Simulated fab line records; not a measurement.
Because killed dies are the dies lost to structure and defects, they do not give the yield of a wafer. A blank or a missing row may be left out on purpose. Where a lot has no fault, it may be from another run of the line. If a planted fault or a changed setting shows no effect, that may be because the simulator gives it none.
Chamber matching + flow n5_finfet + 4 sister chambers for N5_SD_EPI_N_ETCHBACK_44 on rie_diel-02
The step etches SiNx in CH3F/O2, stops on SiO2, target depth 14.5 nm. 8 wafers are shown with their chamber, then 7 later ones without.

EACH WAFER AND ITS CHAMBER
| wafer  | chamber | drypump_motor_current_A (A) | showerhead_plenum_p_Torr (Torr) |
|--------|---------|-----------------------------|---------------------------------|
| L078.1 | 2       | 6.1                         | 2.12                            |
| L080.5 | 0       | 5.5                         | 1.89                            |
| L080.6 | 3       | 5.9                         | 1.94                            |
| L083.2 | 2       | 6.1                         | 2.11                            |
| L083.5 | 0       | 5.5                         | 1.89                            |
| L083.6 | 1       | 6.5                         | 2.06                            |
| L088.2 | 3       | 5.8                         | 1.93                            |
| L088.3 | 1       | 6.5                         | 2.06                            |

WAFERS WITH NO CHAMBER GIVEN
| wafer  | drypump_motor_current_A (A) | showerhead_plenum_p_Torr (Torr) |
|--------|-----------------------------|---------------------------------|
| L088.5 | 5.8                         | 1.93                            |
| L092.4 | 5.8                         | 1.93                            |
| L092.5 | 6.1                         | 2.11                            |
| L092.6 | 5.9                         | 1.93                            |
| L097.1 | 6.5                         | 2.05                            |
| L097.3 | 6.1                         | 2.10                            |
| L097.6 | 6.5                         | 2.05                            |

EACH ONE'S CHAMBER
| wafer  | from the rows above | in truth |
|--------|---------------------|----------|
| L088.5 | 3                   | 3        |
| L092.4 | 3                   | 3        |
| L092.5 | 2                   | 2        |
| L092.6 | 3                   | 3        |
| L097.1 | 1                   | 1        |
| L097.3 | 2                   | 2        |
| L097.6 | 1                   | 1        |
Correctly placed: 7 of 7. Can't be placed from these rows: 0. Number placed wrongly: 0.
How it was worked out, from the rows above alone: a wafer's distance from a chamber is the root of the sum, over the readings, of the square of ((its reading less the chamber's mean) divided by the reading's scatter). If the next closest chamber is less than 2 further off than the closest, the wafer can't be placed; otherwise it belongs to the closest. For every chamber, the mean is computed from those of its wafers that are shown. The scatter: the root of (the sum of the squares of (reading less its chamber's mean) over the shown wafers, divided by (wafers less chambers)).
